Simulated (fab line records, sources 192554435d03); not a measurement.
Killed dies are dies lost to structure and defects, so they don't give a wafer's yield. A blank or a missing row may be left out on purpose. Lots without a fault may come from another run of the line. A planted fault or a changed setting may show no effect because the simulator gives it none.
Problem report in the 8D (eight disciplines) form, filled by code | flow n5_finfet | the parts of the form that need people (team, actions taken, sign-off) are left out

1. THE PROBLEM
VT_N_LONG at N5_BEOL_M4_RC_MEAS_101 reads a mean of 287.2 mV on 3 wafers of 2 lots; wafers without a fault read 274.5 mV with a standard deviation of 2. That is +6.4 standard deviations from the usual mean.
First seen on wafer L880.2, day 12 01:40, on prober-01. The record holds 27 wafers of 9 lots with a number at this step. Rule for "out", or "out of limits": more than 4 standard deviations from the usual mean. The other wafers with a number count as sound.

2. WHAT IT IS AND WHAT IT IS NOT
question                    | is                     | is not
which readings at this step | VT_N_LONG, IOFF_N_LONG | DIBL_N, DIBL_P, IOFF_N, IOFF_P, ION_P, SS_N, SS_P, VT_P
which lots                  | L880, L885             | L874, L875, L878, L881, L894, L895, L896
which wafers of those lots  | L880.2, L880.5, L885.3 | L880.3, L885.1, L885.2
read on which gauges        | prober-01, prober-02   | -
when                        | from day 12 01:40      | up to then (7 sound wafers); but 17 sound wafers of L878, L881, L885, L894, L895, L896 came after

3. SUSPECTS, AND WHAT RULES EACH OUT
Counting: a tool at a process step up to the reading stays a suspect if it ran every lot that is out. Sound lots after the first of them don't rule it out here, since some wafers of a struck lot are sound.
- the gauge at N5_BEOL_M4_RC_MEAS_101: ruled out. The wafers that are out were read on 2 gauges (prober-01, prober-02).
- ald_metal-02 at N5_HKMG_FIN_NWFM_ALD_20 (deposits TiAlC, target thk 2 nm, pulse time 3 s, purge time 2 s): kept. It ran every lot that is out, first L880 (day 6 01:24); its last sound lot up to then is L878 (day 5 10:02). Its own readings are out on those wafers: susceptor_temp_C.
- Within ald_metal-02 at N5_HKMG_FIN_NWFM_ALD_20: the wafers that are out ran in chamber 1; their sound lot-mates ran in chambers 2, 3.
Left after counting: ald_metal-02 at N5_HKMG_FIN_NWFM_ALD_20.

4. THE CAUSE (what the simulator had put in)
Process parameter drift: ald_metal-02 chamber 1, from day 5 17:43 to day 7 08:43, at N5_HKMG_FIN_NWFM_ALD_20. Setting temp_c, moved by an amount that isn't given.
Counting left only this tool.

5. THE CHAIN OF EFFECTS, in route order
Each row: a reading whose mean over the struck wafers that have a number lies more than 3 standard deviations from the usual. Only readings for which the record gives a usual standard deviation are gone through. hours: the time from each lot's start at the first step in this table that gives one to its start at this step, as a median over the lots. sigmas: the change in usual standard deviations.
hours | step                    | reading          | usual          | on struck wafers | change    | sigmas
0     | N5_HKMG_FIN_NWFM_ALD_20 | susceptor_temp_C | 300.00 C       | 292.81           | -7.19     | -36
148   | N5_BEOL_M4_RC_MEAS_101  | IOFF_N_LONG      | 5.58e-05 nA/um | 4.21e-05         | -1.37e-05 | -5.7
148   | N5_BEOL_M4_RC_MEAS_101  | VT_N             | 249 mV         | 264              | +15       | +3.4
148   | N5_BEOL_M4_RC_MEAS_101  | VT_N_LONG        | 274.5 mV       | 287.2            | +12.7     | +6.4
148   | N5_BEOL_M4_RC_MEAS_101  | VT_N_LVT         | 97 mV          | 111              | +14       | +3.3
The process steps in it:
- N5_HKMG_FIN_NWFM_ALD_20: deposits TiAlC, target thk 2 nm, pulse time 3 s, purge time 2 s.

6. WHAT WOULD HAVE CAUGHT IT SOONER
In this record the first reading out of limits at a measuring or inspecting step was taken at day 12 01:40, 152 hours after the fault began at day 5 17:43.
The tool's own readings at N5_HKMG_FIN_NWFM_ALD_20 were out on every struck wafer that the step has a row for (susceptor_temp_C): an alarm limit on them would have fired on the first of those.
All the lots that are out (2) had begun N5_HKMG_FIN_NWFM_ALD_20 on ald_metal-02 by day 12 01:40. A hold on the tool at that time would have spared none of them.
